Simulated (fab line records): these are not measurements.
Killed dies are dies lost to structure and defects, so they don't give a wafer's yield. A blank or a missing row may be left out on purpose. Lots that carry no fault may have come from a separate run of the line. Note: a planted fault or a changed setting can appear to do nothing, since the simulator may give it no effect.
8D (eight disciplines) problem report, filled in by code | flow n5-finfet | the parts of the form that need people (team, actions taken, sign-off) are left out

== 1. WHAT WENT WRONG ==
killed-at-front-end at N5_PASSIVATION_PROBE_49 reads a mean of 106 on 9 wafers of 3 lots; wafers without a fault read 37 with a standard deviation of 10. Relative to the usual mean, that is a shift of +6.9 standard deviations.
First observed at day 13 12:23: wafer L511.1, on prober-01. At this step, 13 wafers from 5 lots have a number in the record. Rule for "out" (also "out of limits"): further than 4 standard deviations from the usual mean. All remaining wafers that have a number are taken as sound.

== 2. WHAT IT IS; WHAT IT IS NOT ==
question                    | is                     | is not
which readings at this step | killed-at-front-end    | killed_at_M0_to_M3, killed_at_M4_up, killed-at-contacts, killed-at-other, sort_bin_4_leakage, sort_bin_8_speed
which lots                  | L511, L512, L517       | L513, L524
which wafers of those lots  | all that have a number | -
read on which tools         | prober-01              | -
when                        | from day 13 12:23      | up to then (0 sound wafers); but 4 sound wafers of L513, L524 came after

== 3. THE SUSPECTS, EACH WITH WHAT RULES IT OUT ==
Counting: a tool stays on the suspect list if, at a process step up to the reading, it processed all lots that are out and no sound lot following the first of them.
- remote-plasma-02 at N5_DUMMY_REMOVAL_PRECLEAN_08 (cleans in NF3:NH3, afs cycles 2, time 20 s, sublimation time 60 s): kept. It ran every lot that is out, first L511 (day 4 23:01), and no sound lot after that.
- prober-01 at N5_PASSIVATION_PROBE_49: ruled out as a lasting fault. Sound lots L513, L524 ran on it after its first lot that is out, L511 (day 13 12:23).
Remaining after the count: remote-plasma-02 at N5_DUMMY_REMOVAL_PRECLEAN_08.

== 4. THE CAUSE (what the simulator had put in) ==
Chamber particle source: remote-plasma-02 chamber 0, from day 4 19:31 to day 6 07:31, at N5_DUMMY_REMOVAL_PRECLEAN_08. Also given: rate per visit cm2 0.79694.
Counting left only this tool.

== 5. THE EFFECT CHAIN, in route order ==
Each row: a reading whose mean over the struck wafers that have a number lies more than 3 standard deviations from the usual. Scope: only readings with a usual standard deviation given in the record; hours: median across lots of the time from each lot's start at the first step in this table that gives one to its start at this step; sigmas: change in usual standard deviations.
hours | step                    | reading              | usual  | on struck wafers | change | sigmas
0     | N5_PASSIVATION_PROBE_49 | defect-limited-yield | 91.7 % | 86.6             | -5.1   | -3.4
0     | N5_PASSIVATION_PROBE_49 | killed-at-front-end  | 37     | 106              | +69    | +6.9
0     | N5_PASSIVATION_PROBE_49 | killed-dies          | 98     | 159              | +61    | +3.4
0     | N5_PASSIVATION_PROBE_49 | killed-on-rim        | 13     | 29               | +16    | +4.5
0     | N5_PASSIVATION_PROBE_49 | sort_bin_5_function  | 4.9 %  | 8.1              | +3.2   | +3.5
0     | N5_PASSIVATION_PROBE_49 | sort-n-pass          | 1082   | 1021             | -61    | -3.4
0     | N5_PASSIVATION_PROBE_49 | sort-yield-pct       | 91.7 % | 86.6             | -5.1   | -3.4
Process steps it contains:
- N5_PASSIVATION_PROBE_49

== 6. HOW IT WOULD HAVE BEEN CAUGHT EARLIER ==
209 hours passed between the start of the fault at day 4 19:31 and the first reading out of limits in this record, taken at day 13 12:23.
All the lots that are out (3) had begun N5_DUMMY_REMOVAL_PRECLEAN_08 on remote-plasma-02 by day 13 12:23. None of them would have been spared by holding the tool at that moment.
